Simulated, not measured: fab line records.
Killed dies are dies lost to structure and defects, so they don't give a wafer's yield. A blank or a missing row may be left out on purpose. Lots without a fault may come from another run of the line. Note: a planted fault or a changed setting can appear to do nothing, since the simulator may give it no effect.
fab line records -- flow n5_finfet
[record] lots = 10, wafers = 28, last_day = 18
route steps=1938 shown BEOL_M4@1111 BEOL_M7@1305 MIM_TOP_LITHO@1849 PASS1_CAP@1873 PAD_METAL@1894 PASSIVATION@1936
lots with no fault: from the same line, run without faults
start_h: hours from the record's first day to the start of the lot's first wafer shown -- wait_h: hours since the lot's step before -- " same as the row above -- L1.1+2: a single row standing in for several wafers -- - no value, or no start was given -- * or withheld: withheld -- < > ~ a bound
route shown NAME@n: a module of which the file shows steps, and the number in the route of the first -- usual: mean and standard deviation over wafers with no fault -- same: alike in all rows -- chamber/n: place in a boat -- sites: the reading at each site -- _std_site: how widely they spread, as a standard deviation -- _edge_site: mean of outer sites minus mean of inner sites -- radius_mm: for every site, how far away it sits from the centre of the wafer -- mask NAME#n: copy n -- behind: tool/chamber where the wafer was last shaped -- hold: cause of the lot's hold/its duration in hours/its outcome -- device: the transistor (n, p or np) that didn't switch -- end of line: at the end of the route, the tests of the same wafers -- a step given without rows: its recipe and nothing more -- killed: dies lost to structure and defects at the first sort, not the wafer's yield -- map: a wafer's dies, x killed, . not, _ none there
set.NAME: the run value of the setting; set.NAME@STEP: its run value at that earlier step -- model.NAME: the simulator's own value behind a step, which no gauge read
route steps across a sampled set of lots; one table per step, one row per wafer
services: a tool's chamber out of use, with start hour (start_h, from the record's first day; less than 0 if before it), hours out, and reason
[[steps]]
[step N5_BEOL_M4_RC_MEAS_101]
[usual] DIBL_N = 36.0/1.7, DIBL_P = 36.0/2, IOFF_N = 0.156/0.028, IOFF_P = 0.21/0.04, ION_N = 673/12, ION_P = 463/8.3, SS_N = 71.4/0.6, SS_P = 73.3/0.66, VT_N = 250/3, VT_P = -250/3.8
lot.wafer,tool,chamber,start_h,wait_h,DIBL_N[mV/V],DIBL_P[mV/V],IOFF_N[nA/um],IOFF_P[nA/um],ION_N[uA/um],ION_P[uA/um],SS_N[mV/dec],SS_P[mV/dec],VT_N[mV],VT_P[mV]
L769.2,prober-01,0,165.53,0.2,35.2,35.4,0.146,0.20,668,470,71.2,73.2,252,-250
L769.3,prober-01,0,165.53,0.2,33.2,33.1,0.118,0.16,661,461,70.4,73.0,254,-253
L769.6,prober-01,0,165.53,0.2,33.7,34.3,0.132,0.19,667,458,71.0,72.7,252,-250
L771.1,prober-02,0,169.30,0.0,35.8,35.5,0.155,0.16,674,460,72.5,73.2,250,-257
L771.4,prober-02,0,169.30,0.0,38.5,39.1,0.207,0.22,680,454,72.3,74.7,248,-251
L771.6,prober-02,0,169.30,0.0,35.0,35.3,0.146,0.17,668,454,70.5,73.0,248,-256
L772.2,prober-02,0,179.55,0.5,36.9,36.3,0.167,0.18,677,461,71.3,73.6,250,-254
L772.5,prober-02,0,179.55,0.5,36.9,35.9,0.153,0.18,660,448,71.9,73.7,255,-255
L772.6,prober-02,0,179.55,0.5,34.7,34.3,0.123,0.16,672,457,70.7,72.6,254,-254
L774.1,prober-01,0,190.45,0.0,34.8,33.7,0.118,0.18,652,454,71.3,73.1,255,-252
L774.2,prober-01,0,190.45,0.0,37.8,38.1,0.169,0.24,669,465,72.4,73.7,250,-246
L774.4,prober-01,0,190.45,0.0,35.3,34.2,0.136,0.18,672,463,71.1,72.9,250,-252
L775.1,prober-02,0,203.34,0.0,39.3,39.6,0.205,0.27,676,471,72.0,75.0,248,-247
L775.3,prober-02,0,203.34,0.0,36.9,36.2,0.154,0.21,662,456,71.2,74.1,254,-253
L775.4,prober-02,0,203.34,0.0,38.1,36.6,0.160,0.21,662,455,71.5,74.0,254,-254
L776.1,prober-01,0,209.48,0.1,36.7,35.6,0.160,0.20,682,462,72.3,72.7,249,-252
L776.3,prober-01,0,209.48,0.1,38.2,37.2,0.192,0.23,669,458,71.8,73.3,245,-249
L776.5,prober-01,0,209.48,0.1,37.4,36.1,0.167,0.21,680,463,71.4,73.8,247,-249
L780.1,prober-01,0,236.13,0.0,39.2,38.8,0.220,0.28,699,477,72.1,74.7,243,-247
L780.2,prober-01,0,236.13,0.0,35.0,33.1,0.144,0.19,672,462,71.6,73.4,252,-250
L784.1,prober-02,0,254.02,0.0,38.0,39.2,0.202,0.22,691,464,72.0,74.4,245,-251
L784.2,prober-02,0,254.02,0.0,36.2,36.7,0.174,0.19,681,458,71.3,73.9,248,-252
L788.2,prober-02,0,289.62,0.2,34.4,34.3,0.118,0.18,667,462,70.8,72.6,256,-251
L788.5,prober-02,0,289.62,0.2,35.9,36.0,0.145,0.21,662,456,71.1,73.1,250,-251
L788.6,prober-02,0,289.62,0.2,34.5,33.9,0.125,0.18,662,463,71.1,72.5,252,-252
L792.1,prober-02,0,312.58,0.0,36.8,37.8,0.184,0.23,694,471,71.0,73.2,246,-249
L792.2,prober-02,0,312.58,0.0,36.1,37.0,0.167,0.21,684,464,71.1,72.9,248,-251
L792.6,prober-02,0,312.58,0.0,36.3,36.7,0.166,0.21,680,459,71.8,73.4,247,-253
[step N5_BEOL_M7_VIA_ETCH_34]
[recipe] chemistry = C4F6/O2, target = SiCOH_lowk, target_depth_a = 1255, mask_material = SOC, taper_deg = 4, time_s = 50.5, ion_energy_ev = 250, pressure_mtorr = 30, source_w = 345, bias_w = 185, Ar_flow_sccm = 300, C4F6_flow_sccm = 10, O2_flow_sccm = 10
[usual] drypump_motor_current_A = 5.9/0.5, oes_f_703_au = 0.83/0.087, oes_product_au = 0.83/0.09, rf_vpp_V = 659/9.6, showerhead_plenum_p_Torr = 2.87/0.091, throttle_valve_pct = 20.82/0.22
lot.wafer,tool,chamber,start_h,wait_h,drypump_motor_current_A,oes_f_703_au,oes_product_au,rf_hours_counter_h,rf_vpp_V,showerhead_plenum_p_Torr,throttle_valve_pct
L771.1,rie_diel-04,2,192.62,0.0,5.7,0.72,0.69,241,667,2.94,20.99
L771.4,rie_diel-04,3,192.62,0.0,5.5,0.95,0.93,-,648,3.03,20.46
L771.6,rie_diel-04,2,192.62,0.0,5.7,0.72,0.69,-,667,2.94,20.99
L769.2,rie_diel-04,2,193.16,0.0,5.7,0.72,0.69,242,668,2.94,20.99
L769.3,rie_diel-04,1,193.16,0.0,5.4,0.66,0.67,247,665,2.93,20.85
L769.6,rie_diel-04,3,193.16,0.0,5.5,0.95,0.92,-,646,3.03,20.47
L772.2,rie_diel-02,2,201.34,0.0,6.7,0.80,0.80,79,654,2.88,21.20
L772.5,rie_diel-02,3,201.34,0.0,6.5,0.74,0.75,-,661,2.84,21.03
L772.6,rie_diel-02,2,201.34,0.0,6.7,0.80,0.81,-,654,2.88,21.20
L774.1,rie_diel-05,1,214.06,0.0,5.6,0.77,0.76,147,645,2.75,20.79
L774.2,rie_diel-05,0,214.06,0.0,5.5,0.71,0.70,219,662,2.92,20.81
L774.4,rie_diel-05,3,214.06,0.0,6.4,0.79,0.79,108,667,2.73,20.71
L775.1,rie_diel-05,2,228.26,0.0,6.5,0.88,0.87,48,648,2.79,20.89
L775.3,rie_diel-05,3,228.26,0.0,6.4,0.79,0.78,113,668,2.73,20.73
L775.4,rie_diel-05,1,228.26,0.0,5.6,0.77,0.75,152,646,2.74,20.79
L776.1,rie_diel-05,2,234.78,0.0,6.4,0.88,0.86,50,647,2.79,20.90
L776.3,rie_diel-05,3,234.78,0.0,6.3,0.78,0.77,115,668,2.73,20.72
L776.5,rie_diel-05,1,234.78,0.0,5.6,0.77,0.75,-,644,2.74,20.79
L780.1,rie_diel-05,2,264.58,0.0,6.4,0.86,0.85,60,647,2.79,20.89
L780.2,rie_diel-05,0,264.58,0.0,5.4,0.70,0.58,234,660,2.91,20.79
L784.1,rie_diel-05,3,284.19,0.0,6.4,0.78,0.76,129,669,2.72,20.74
L784.2,rie_diel-05,2,284.19,0.0,6.5,0.86,0.71,65,647,2.79,20.87
L788.2,rie_diel-04,2,318.05,0.0,5.7,1.00,0.96,7,666,2.93,20.60
L788.5,rie_diel-04,1,318.05,0.0,5.3,0.87,0.90,-,664,2.91,20.55
L788.6,rie_diel-04,2,318.05,0.0,5.7,1.00,0.97,-,666,2.93,20.59
L792.1,rie_diel-05,1,344.08,0.0,5.6,0.75,0.72,187,644,2.73,20.87
L792.2,rie_diel-05,2,344.08,0.0,6.5,0.84,0.83,84,647,2.78,20.93
L792.6,rie_diel-05,1,344.08,0.0,5.6,0.74,0.73,-,645,2.73,20.84
[step N5_MIM_TOP_LITHO_INSPECT_12]
[recipe] mode = adi, inspect_instrument = macro
[usual] raw_defect_count = 2.0/1.4
lot.wafer,tool,chamber,start_h,wait_h,raw_defect_count
L771.1,defect_inspect-01,-,253.69,0.0,0
L771.4,defect_inspect-01,-,253.69,0.0,2
L771.6,defect_inspect-01,-,253.69,0.0,2
L769.2,defect_inspect-01,-,258.43,0.0,2
L769.3,defect_inspect-01,-,258.43,0.0,4
L769.6,defect_inspect-01,-,258.43,0.0,7
L772.2,defect_inspect-01,-,270.62,0.0,3
L772.5,defect_inspect-01,-,270.62,0.0,1
L772.6,defect_inspect-01,-,270.62,0.0,3
L774.1,defect_inspect-01,-,286.67,0.0,1
L774.2,defect_inspect-01,-,286.67,0.0,2
L774.4,defect_inspect-01,-,286.67,0.0,2
L775.1,defect_inspect-01,-,293.74,0.0,1
L775.3,defect_inspect-01,-,293.74,0.0,3
L775.4,defect_inspect-01,-,293.74,0.0,2
L776.1,defect_inspect-02,-,304.55,0.0,4
L776.3,defect_inspect-02,-,304.55,0.0,1
L776.5,defect_inspect-02,-,304.55,0.0,1
L780.1,defect_inspect-02,-,329.57,0.0,2
L784.1,defect_inspect-01,-,354.83,0.0,3
L788.2,defect_inspect-02,-,382.98,0.0,0
L788.5,defect_inspect-02,-,382.98,0.0,2
L788.6,defect_inspect-02,-,382.98,0.0,2
L792.1,defect_inspect-02,-,409.14,0.0,1
L792.2,defect_inspect-02,-,409.14,0.0,0
L792.6,defect_inspect-02,-,409.14,0.0,0
[step N5_PASSIVATION_PECVD_55]
[recipe] material = SiO2, target_thk_a = 4000, temp_c = 400, precursor = SiH4/N2O, pressure_torr = 2.7, rf_w = 608, time_s = 22.5
[usual] heater_power_w = 668/90, showerhead_plenum_p_Torr = 8.15/0.14, throttle_valve_pct = 50.8/2
lot.wafer,tool,chamber,start_h,wait_h,heater_power_w,showerhead_plenum_p_Torr,throttle_valve_pct
L771.1,pecvd-03,0,255.46,0.0,815,8.04,50.9
L771.4,pecvd-03,1,255.46,0.0,683,8.11,50.8
L771.6,pecvd-03,2,255.46,0.0,740,8.15,51.2
L769.2,pecvd-02,0,260.75,0.0,727,8.24,50.3
L769.3,pecvd-02,2,260.75,0.0,665,8.42,48.1
L769.6,pecvd-02,0,260.75,0.0,738,8.22,50.0
L772.2,pecvd-01,0,272.48,0.0,640,7.92,52.0
L772.5,pecvd-01,0,272.48,0.0,649,7.93,52.0
L772.6,pecvd-01,1,272.48,0.0,581,8.09,52.1
L774.1,pecvd-02,1,289.23,0.0,618,8.22,53.8
L774.2,pecvd-02,2,289.23,0.0,629,8.43,48.4
L774.4,pecvd-02,1,289.23,0.0,653,8.24,53.7
L775.1,pecvd-03,0,296.21,0.0,830,8.05,51.4
L775.3,pecvd-03,2,296.21,0.0,777,8.17,51.4
L775.4,pecvd-03,0,296.21,0.0,846,8.04,51.1
L776.1,pecvd-03,1,306.50,0.0,549,8.14,50.4
L776.3,pecvd-03,0,306.50,0.0,706,8.04,51.4
L776.5,pecvd-03,1,306.50,0.0,594,8.09,50.8
L780.1,pecvd-02,0,331.28,0.0,728,8.25,50.5
L784.1,pecvd-01,1,357.01,0.0,593,8.09,51.9
L788.2,pecvd-03,0,385.03,0.0,832,8.03,51.2
L788.5,pecvd-03,2,385.03,0.0,854,8.17,51.9
L788.6,pecvd-03,0,385.03,0.0,847,8.04,51.4
L792.1,pecvd-01,0,410.80,0.0,659,7.91,52.0
L792.2,pecvd-01,2,410.80,0.0,591,8.14,46.8
L792.6,pecvd-01,2,410.80,0.0,621,8.13,46.9
[step N5_PASSIVATION_PRE_CLEAN_19]
[recipe] gas = H2/He, time_s = *, temp_c = *
[usual] heater_power_w = 462/38
lot.wafer,tool,chamber,start_h,wait_h,heater_power_w
L771.1,pvd_sputter-01,-,257.61,0.0,423
L771.4,pvd_sputter-01,-,257.61,0.0,543
L771.6,pvd_sputter-01,-,257.61,0.0,416
L769.2,pvd_sputter-02,-,264.47,0.0,519
L769.3,pvd_sputter-02,-,264.47,0.0,469
L769.6,pvd_sputter-02,-,264.47,0.0,433
L772.2,pvd_sputter-03,-,274.79,0.0,492
L772.5,pvd_sputter-03,-,274.79,0.0,437
L772.6,pvd_sputter-03,-,274.79,0.0,435
L774.1,pvd_sputter-02,-,291.03,0.0,459
L774.2,pvd_sputter-02,-,291.03,0.0,515
L774.4,pvd_sputter-02,-,291.03,0.0,438
L775.1,pvd_sputter-01,-,298.60,0.0,423
L775.3,pvd_sputter-01,-,298.60,0.0,531
L775.4,pvd_sputter-01,-,298.60,0.0,415
L776.1,pvd_sputter-01,-,308.75,0.0,422
L776.3,pvd_sputter-01,-,308.75,0.0,412
L776.5,pvd_sputter-01,-,308.75,0.0,510
L780.1,pvd_sputter-02,-,332.78,0.0,470
L784.1,pvd_sputter-03,-,360.20,0.0,458
L788.2,pvd_sputter-01,-,387.51,0.0,531
L788.5,pvd_sputter-01,-,387.51,0.0,410
L788.6,pvd_sputter-01,-,387.51,0.0,567
L792.1,pvd_sputter-01,-,414.16,0.0,547
L792.2,pvd_sputter-01,-,414.16,0.0,436
L792.6,pvd_sputter-01,-,414.16,0.0,486
[step N5_PASSIVATION_PROBE_49]
[usual] defect_limited_yield = 91.6/1.6, killed_at_M0_to_M3 = 31/10, killed_at_M4_up = 14/6.3, killed_at_contacts = 12/6.1, killed_at_front_end = 39/12, killed_at_other = 3.7/2.8, killed_dies = 100/19, killed_on_rim = 13/4.2, killed_open = 66/14, killed_short = 33/8.1, sort_bin_5_function = 5.0/1.1, sort_bin_6_memory = 3.2/0.66, sort_n_pass = 1080/18, sort_yield_pct = 91.6/1.6
[same] gross_dies = 1180, killed_at_back_side = 0, sort_bin_4_leakage[%] = 0, sort_bin_8_speed[%] = 0
lot.wafer,tool,chamber,start_h,wait_h,defect_limited_yield[%],killed_at_M0_to_M3,killed_at_M4_up,killed_at_contacts,killed_at_front_end,killed_at_other,killed_dies,killed_on_rim,killed_open,killed_short,sort_bin_5_function[%],sort_bin_6_memory[%],sort_n_pass,sort_yield_pct[%]
L780.1,prober-01,-,339.24,0.0,92.1,38,11,6,31,7,93,8,68,24,4.2,3.5,1087,92.1
L780.2,prober-01,-,339.29,0.1,24.7,34,810,14,20,10,888,68,62,31,71.5,3.6,292,24.7
L784.1,prober-02,-,366.44,0.0,91.8,28,14,6,48,1,97,7,63,34,5.0,3.1,1083,91.8
L784.2,prober-02,-,366.49,0.1,8.2,36,991,7,47,2,1083,111,64,37,88.7,2.8,97,8.2
// killed by level:class
L780.1 BEOL_M2:geometric_particle:open=14 BEOL_M3:geometric_particle:open=12 FIN_SAQP:geometric_particle:open=10 GATE_CUT:geometric_particle:short=6 BEOL_M4:geometric_particle:open=6 DUMMY_GATE:geometric_particle:open=4 MOL_CONTACT_COAG:geometric_particle:open=4 BEOL_M1:geometric_particle:open=3
L780.2 BEOL_M7:area_etch=794 BEOL_M2:geometric_particle:open=17 MOL_CONTACT_COAG:geometric_particle:open=11 BEOL_M4:geometric_particle:open=7 GATE_CUT:geometric_particle:short=5 FIN_SAQP:geometric_particle:short=3 MOL_CONTACT_COAG:geometric_particle:short=3 BEOL_M0_SAQP:geometric_particle:open=3
L784.1 BEOL_M0_SAQP:geometric_particle:open=10 STI_FIN_REVEAL:geometric_particle:open=7 BEOL_M2:geometric_particle:open=7 FIN_SAQP:geometric_particle:open=5 FIN_SAQP:geometric_particle:short=5 DUMMY_GATE:geometric_particle:open=5 GATE_CUT:geometric_particle:short=5 MOL_CONTACT_COAG:geometric_particle:open=5
L784.2 BEOL_M7:area_etch=982 FIN_SAQP:geometric_particle:open=12 STI_FIN_REVEAL:geometric_particle:open=8 BEOL_M0:geometric_particle:open=8 BEOL_M2:geometric_particle:open=8 FIN_SAQP:geometric_particle:short=7 BEOL_M0_SAQP:geometric_particle:short=7 MOL_CONTACT_COAG:geometric_particle:open=6
[[services]]
tool,chamber,start_h,hours,kind
rie_diel-04,0,184.42,-,clean
rie_diel-04,0,184.42,-,consumable_replace:esc
rie_diel-04,0,184.42,-,consumable_replace:focus_ring
rie_diel-04,0,184.42,36.4,scheduled_down
rie_diel-04,0,184.42,36.4,vent_cycle
pecvd-03,0,188.27,5.0,repair
pecvd-03,0,202.08,2.1,scheduled_down
pecvd-02,-,206.05,3.1,repair
pecvd-02,-,217.20,2.8,pm
rie_diel-04,1,220.95,-,clean
rie_diel-04,1,220.95,-,consumable_replace:focus_ring
pecvd-03,-,230.62,5.5,pm
pecvd-02,1,235.00,3.7,repair
pvd_sputter-01,-,310.44,9.1,repair
rie_diel-02,0,324.30,6.3,repair
rie_diel-05,0,324.47,-,clean
rie_diel-05,0,324.47,-,consumable_replace:focus_ring
rie_diel-05,0,324.47,21.5,scheduled_down
rie_diel-05,0,324.47,21.5,vent_cycle
pvd_sputter-03,-,336.33,4.2,repair
pecvd-01,2,347.36,12.4,repair
rie_diel-02,-,401.95,1.9,repair
rie_diel-04,0,403.27,6.2,repair
rie_diel-04,3,406.70,9.0,repair
[[key]]
[first_sign] step = N5_PASSIVATION_PROBE_49, reading = killed_at_M4_up, direction = up, sigmas = 99+, usual = 14, struck = 900
[effect] step = N5_PASSIVATION_PROBE_49, reading = sort_bin_5_function, direction = up, sigmas = 70, usual = 5.0, struck = 80.1
[more_kills_born_at] N5_BEOL_M7_VIA_ETCH_34@rie_diel-05 = 1776
met_at N5_BEOL_M7_VIA_ETCH_34
struck_lots L780,L784
struck_wafers L780.2,L784.2
later_rows_left_out L780.2,L784.2
not_acting_at N5_MIM_TOP_LITHO_INSPECT_12,N5_PASSIVATION_PECVD_55,N5_PASSIVATION_PRE_CLEAN_19
onset_between 234.78 264.58
[fault] kind = process_parameter_drift, tool = rie_diel-05, chamber = -, onset_h = 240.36, steps = N5_BEOL_M7_VIA_ETCH_34, channel = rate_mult, offset = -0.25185, shape = step, end_h = 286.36, scope = struck_wafers_only
// later_rows_left_out: the simulator's readings of these wafers behind a module that went badly wrong aren't trusted and aren't shown, but for the sort
